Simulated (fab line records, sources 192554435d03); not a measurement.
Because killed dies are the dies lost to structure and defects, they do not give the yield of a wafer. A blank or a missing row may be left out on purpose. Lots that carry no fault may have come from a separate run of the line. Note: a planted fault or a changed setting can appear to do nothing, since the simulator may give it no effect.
Lot-split experiment || flow n5 finfet || 21 wafers read across 7 lots, on a route 1938 steps long

== SPLIT DETAILS ==
At N5_HKMG_FIN_HK_ALD_01 (deposits HfO2, target thk 1.6 nm, pulse time 3 s, purge time 3 s), the setting ald cycles was moved away from the recipe's 30 on 7 of the 21 wafers read, by -13.3% to +16.7%. All remaining wafers had this setting at the recipe value.

== FROM THE SPLIT TO THE READING: what the file shows between them, 8 steps ==
- N5_HKMG_FIN_COAT_43: resist thk 90 nm (also split here: spin rpm)
- N5_HKMG_FIN_EBR_45
- N5_HKMG_FIN_SOFTBAKE_44: time 60 s
- N5_HKMG_FIN_EXPOSE_46: exposes mask NDIPOLE
- N5_HKMG_FIN_PEB_47: peb time 60 s
- N5_HKMG_FIN_DEVELOP_48: develop time 30 s
- N5_HKMG_FIN_WET_ETCH_82: etches La2O3 in dHCl, stops on HfO2, target depth 2 nm, rinse time 30 s
- N5_HKMG_FIN_ALD_36: deposits TiN, target thk 1 nm, pulse time 1 s, purge time 3 s

== THE READING ==
HK_THK, in nm, at N5_HKMG_FIN_THK_MEAS_70 (measures by xrf). Fault-free wafers of this fab line usually give 1.559 nm, standard deviation 0.016 nm.

{"wafer": "L077.3", "tool, chamber at the split": "ald hk-03, 0,1", "ald cycles as run": 30, "against the recipe": "recipe", "HK_THK, nm": 1.562, "against lot-mates on the recipe": "-"}
{"wafer": "L077.5", "tool, chamber at the split": "ald hk-03, 0,1", "ald cycles as run": 30, "against the recipe": "recipe", "HK_THK, nm": 1.551, "against lot-mates on the recipe": "-"}
{"wafer": "L077.6", "tool, chamber at the split": "ald hk-03, 2", "ald cycles as run": 28, "against the recipe": "-6.7%", "HK_THK, nm": 1.450, "against lot-mates on the recipe": -0.107}
{"wafer": "L078.1", "tool, chamber at the split": "ald hk-02, 2,1", "ald cycles as run": 26, "against the recipe": "-13.3%", "HK_THK, nm": 1.344, "against lot-mates on the recipe": -0.229}
{"wafer": "L078.2", "tool, chamber at the split": "ald hk-02, 2,1", "ald cycles as run": 26, "against the recipe": "-13.3%", "HK_THK, nm": 1.344, "against lot-mates on the recipe": -0.229}
{"wafer": "L078.6", "tool, chamber at the split": "ald hk-02, 0", "ald cycles as run": 30, "against the recipe": "recipe", "HK_THK, nm": 1.573, "against lot-mates on the recipe": "-"}
{"wafer": "L082.3", "tool, chamber at the split": "ald hk-02, 2,3,3", "ald cycles as run": 30, "against the recipe": "recipe", "HK_THK, nm": 1.560, "against lot-mates on the recipe": "-"}
{"wafer": "L082.4", "tool, chamber at the split": "ald hk-02, 2,3,3", "ald cycles as run": 30, "against the recipe": "recipe", "HK_THK, nm": 1.565, "against lot-mates on the recipe": "-"}
{"wafer": "L082.5", "tool, chamber at the split": "ald hk-02, 2,3,3", "ald cycles as run": 30, "against the recipe": "recipe", "HK_THK, nm": 1.557, "against lot-mates on the recipe": "-"}
{"wafer": "L090.1", "tool, chamber at the split": "ald hk-02, 3", "ald cycles as run": 30, "against the recipe": "recipe", "HK_THK, nm": 1.569, "against lot-mates on the recipe": "-"}
{"wafer": "L090.3", "tool, chamber at the split": "ald hk-02, 2", "ald cycles as run": 35, "against the recipe": "+16.7%", "HK_THK, nm": 1.833, "against lot-mates on the recipe": "+0.264"}
{"wafer": "L090.6", "tool, chamber at the split": "ald hk-02, 2", "ald cycles as run": 35, "against the recipe": "+16.7%", "HK_THK, nm": 1.838, "against lot-mates on the recipe": "+0.269"}
{"wafer": "L092.1", "tool, chamber at the split": "ald hk-02, 1,3,0", "ald cycles as run": 30, "against the recipe": "recipe", "HK_THK, nm": 1.551, "against lot-mates on the recipe": "-"}
{"wafer": "L092.2", "tool, chamber at the split": "ald hk-02, 1,3,0", "ald cycles as run": 30, "against the recipe": "recipe", "HK_THK, nm": 1.568, "against lot-mates on the recipe": "-"}
{"wafer": "L092.6", "tool, chamber at the split": "ald hk-02, 1,3,0", "ald cycles as run": 30, "against the recipe": "recipe", "HK_THK, nm": 1.556, "against lot-mates on the recipe": "-"}
{"wafer": "L094.3", "tool, chamber at the split": "ald hk-03, 3,1", "ald cycles as run": 30, "against the recipe": "recipe", "HK_THK, nm": 1.551, "against lot-mates on the recipe": "-"}
{"wafer": "L094.4", "tool, chamber at the split": "ald hk-03, 3,1", "ald cycles as run": 30, "against the recipe": "recipe", "HK_THK, nm": 1.548, "against lot-mates on the recipe": "-"}
{"wafer": "L094.6", "tool, chamber at the split": "ald hk-03, 2", "ald cycles as run": 28, "against the recipe": "-6.7%", "HK_THK, nm": 1.435, "against lot-mates on the recipe": -0.115}
{"wafer": "L095.3", "tool, chamber at the split": "ald hk-02, 2", "ald cycles as run": 35, "against the recipe": "+16.7%", "HK_THK, nm": 1.845, "against lot-mates on the recipe": "+0.280"}
{"wafer": "L095.5", "tool, chamber at the split": "ald hk-02, 1,2", "ald cycles as run": 30, "against the recipe": "recipe", "HK_THK, nm": 1.586, "against lot-mates on the recipe": "-"}
{"wafer": "L095.6", "tool, chamber at the split": "ald hk-02, 1,2", "ald cycles as run": 30, "against the recipe": "recipe", "HK_THK, nm": 1.544, "against lot-mates on the recipe": "-"}
Rows listing several chambers each stand for several wafers; the file does not say which wafer went through which chamber.

THE FIT
A straight line over all 21 wafers: HK_THK changes by +0.0166 nm for each +1% of ald cycles; r = +1.00; the points scatter about the line by 0.01 nm.
The same after taking each lot's own level away (the mean of its wafers on the recipe; 21 wafers): +0.0165 nm for each +1%; r = +1.00; scatter 0.0088 nm.
According to that fit, moving ald cycles by its largest amount changes the reading by 0.28 nm.
From 1.5495 to 1.5730 nm: that is the span of the lots' own levels, equal to 1.5 times the standard deviation above.
The two slopes agree, so the slope changes little with the lot-to-lot level.
Check: for one of the wafers moved furthest among these (+16.7%), held out of the fit, the line's prediction against its lot-mates is +0.278 nm. Against them it came out at +0.264 nm.

== FURTHER SPLITS ON THESE WAFERS ==
Before the reading, these wafers also passed through other splits. Each is held against what the fit with the lots' levels taken away leaves over:
{"other split on the same wafers": "N5_SD_EPI_P_EPI_21 epi growth time s", "wafers away from the commonest value": 6, "r with HK_THK (lot level and that fit taken away)": -0.21}
{"other split on the same wafers": "N5_HKMG_FIN_COAT_43 spin rpm", "wafers away from the commonest value": 5, "r with HK_THK (lot level and that fit taken away)": "+0.16"}

== FILE'S OWN FIT ==
HK_THK changes by +0.0166 nm for each +1% of ald cycles, r = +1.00.
